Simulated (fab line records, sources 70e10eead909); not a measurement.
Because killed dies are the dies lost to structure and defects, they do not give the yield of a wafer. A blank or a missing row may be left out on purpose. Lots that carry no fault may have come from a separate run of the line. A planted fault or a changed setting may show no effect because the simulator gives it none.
Chamber matching || flow nand_harc || 4 sister chambers for NHARC_P_M0_STRIP_18 on rie_diel-06
The step strips in N2/H2. 8 wafers are shown with their chamber, then 8 later ones without.

## WAFERS, EACH WITH ITS CHAMBER
{"wafer": "L076.6", "chamber": 1, "drypump_motor_current_A (A)": 6.5, "showerhead_plenum_p_Torr (Torr)": 2.00}
{"wafer": "L082.2", "chamber": 1, "drypump_motor_current_A (A)": 6.5, "showerhead_plenum_p_Torr (Torr)": 1.99}
{"wafer": "L082.3", "chamber": 3, "drypump_motor_current_A (A)": 5.5, "showerhead_plenum_p_Torr (Torr)": 1.93}
{"wafer": "L082.5", "chamber": 0, "drypump_motor_current_A (A)": 5.8, "showerhead_plenum_p_Torr (Torr)": 1.99}
{"wafer": "L088.1", "chamber": 0, "drypump_motor_current_A (A)": 5.8, "showerhead_plenum_p_Torr (Torr)": 1.98}
{"wafer": "L088.2", "chamber": 2, "drypump_motor_current_A (A)": 5.8, "showerhead_plenum_p_Torr (Torr)": 2.10}
{"wafer": "L088.4", "chamber": 3, "drypump_motor_current_A (A)": 5.6, "showerhead_plenum_p_Torr (Torr)": 1.92}
{"wafer": "L094.3", "chamber": 2, "drypump_motor_current_A (A)": 5.8, "showerhead_plenum_p_Torr (Torr)": 2.10}

## WAFERS WHOSE CHAMBER IS MISSING
{"wafer": "L094.4", "drypump_motor_current_A (A)": 5.8, "showerhead_plenum_p_Torr (Torr)": 1.98}
{"wafer": "L094.5", "drypump_motor_current_A (A)": 5.8, "showerhead_plenum_p_Torr (Torr)": 2.10}
{"wafer": "L095.1", "drypump_motor_current_A (A)": 6.5, "showerhead_plenum_p_Torr (Torr)": 1.98}
{"wafer": "L095.2", "drypump_motor_current_A (A)": 5.5, "showerhead_plenum_p_Torr (Torr)": 1.91}
{"wafer": "L095.3", "drypump_motor_current_A (A)": 5.8, "showerhead_plenum_p_Torr (Torr)": 1.98}
{"wafer": "L095.4", "drypump_motor_current_A (A)": 5.8, "showerhead_plenum_p_Torr (Torr)": 2.09}
{"wafer": "L095.5", "drypump_motor_current_A (A)": 5.8, "showerhead_plenum_p_Torr (Torr)": 2.09}
{"wafer": "L095.6", "drypump_motor_current_A (A)": 6.5, "showerhead_plenum_p_Torr (Torr)": 1.98}

## CHAMBER TAKEN BY EACH
{"wafer": "L094.4", "from the rows above": 0, "in truth": 0}
{"wafer": "L094.5", "from the rows above": 2, "in truth": 2}
{"wafer": "L095.1", "from the rows above": 1, "in truth": 1}
{"wafer": "L095.2", "from the rows above": 3, "in truth": 3}
{"wafer": "L095.3", "from the rows above": 0, "in truth": 0}
{"wafer": "L095.4", "from the rows above": 2, "in truth": 2}
{"wafer": "L095.5", "from the rows above": 2, "in truth": 2}
{"wafer": "L095.6", "from the rows above": 1, "in truth": 1}
Placed correctly: 8 of 8. Number that these rows cannot place: 0. Wrongly placed: 0.
How it was worked out, from the rows above alone: a wafer's distance from a chamber is the root of the sum, over the readings, of the square of ((its reading less the chamber's mean) divided by the reading's scatter). If the next closest chamber is less than 2 further off than the closest, the wafer can't be placed; otherwise it belongs to the closest. A chamber's mean is the mean of its shown wafers. The scatter: the root of (the sum of the squares of (reading less its chamber's mean) over the shown wafers, divided by (wafers less chambers)).
